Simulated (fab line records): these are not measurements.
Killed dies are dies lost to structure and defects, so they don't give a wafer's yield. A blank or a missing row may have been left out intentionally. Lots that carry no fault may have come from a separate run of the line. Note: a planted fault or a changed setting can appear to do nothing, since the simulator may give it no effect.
Chamber matching / flow nand harc / rie diel-12 running NHARC_A_CHANNEL_FILL_D1_ETCHBACK_20: 4 sister chambers
The step etches the open film in C4F8/O2/Ar, target depth 27 nm, time 13.5 s. 8 wafers are shown with their chamber, then 6 later ones without.

== WAFERS PAIRED WITH THEIR CHAMBERS ==
wafer=L349.4; chamber=3; rf vpp V (V)=985; chamber pressure mTorr (mTorr)=25.006
wafer=L350.2; chamber=1; rf vpp V (V)=986; chamber pressure mTorr (mTorr)=25.004
wafer=L350.6; chamber=1; rf vpp V (V)=986; chamber pressure mTorr (mTorr)=25.004
wafer=L354.1; chamber=3; rf vpp V (V)=984; chamber pressure mTorr (mTorr)=24.986
wafer=L354.2; chamber=2; rf vpp V (V)=985; chamber pressure mTorr (mTorr)=24.977
wafer=L354.3; chamber=0; rf vpp V (V)=976; chamber pressure mTorr (mTorr)=25.004
wafer=L355.2; chamber=2; rf vpp V (V)=986; chamber pressure mTorr (mTorr)=24.989
wafer=L355.4; chamber=0; rf vpp V (V)=977; chamber pressure mTorr (mTorr)=25.006

== WAFERS MISSING THEIR CHAMBER ==
wafer=L355.5; rf vpp V (V)=983; chamber pressure mTorr (mTorr)=24.986
wafer=L358.1; rf vpp V (V)=986; chamber pressure mTorr (mTorr)=25.017
wafer=L358.5; rf vpp V (V)=985; chamber pressure mTorr (mTorr)=25.004
wafer=L358.6; rf vpp V (V)=984; chamber pressure mTorr (mTorr)=24.995
wafer=L361.4; rf vpp V (V)=975; chamber pressure mTorr (mTorr)=24.992
wafer=L361.5; rf vpp V (V)=985; chamber pressure mTorr (mTorr)=24.997

== CHAMBER TAKEN BY EACH ==
wafer=L355.5; from the rows above=can't be placed: 3 or 2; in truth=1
wafer=L358.1; from the rows above=can't be placed: 1 or 3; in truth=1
wafer=L358.5; from the rows above=can't be placed: 3 or 1 or 2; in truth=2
wafer=L358.6; from the rows above=3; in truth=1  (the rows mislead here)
wafer=L361.4; from the rows above=0; in truth=0
wafer=L361.5; from the rows above=can't be placed: 3 or 1 or 2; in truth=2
Correct placement for 1 of the 6. These rows do not allow placing 4 (true chamber among the candidates in 3). Placed wrongly: 1.
How it was worked out, from the rows above alone: a wafer's distance from a chamber is the root of the sum, over the readings, of the square of ((its reading less the chamber's mean) divided by the reading's scatter). The wafer belongs to the nearest chamber; if the next one is less than 2 further off, it can't be placed. The mean given for a chamber averages the wafers shown for that chamber. The scatter is the square root of a quotient: the sum, over the shown wafers, of each reading's squared deviation from its chamber's mean, divided by wafers minus chambers.
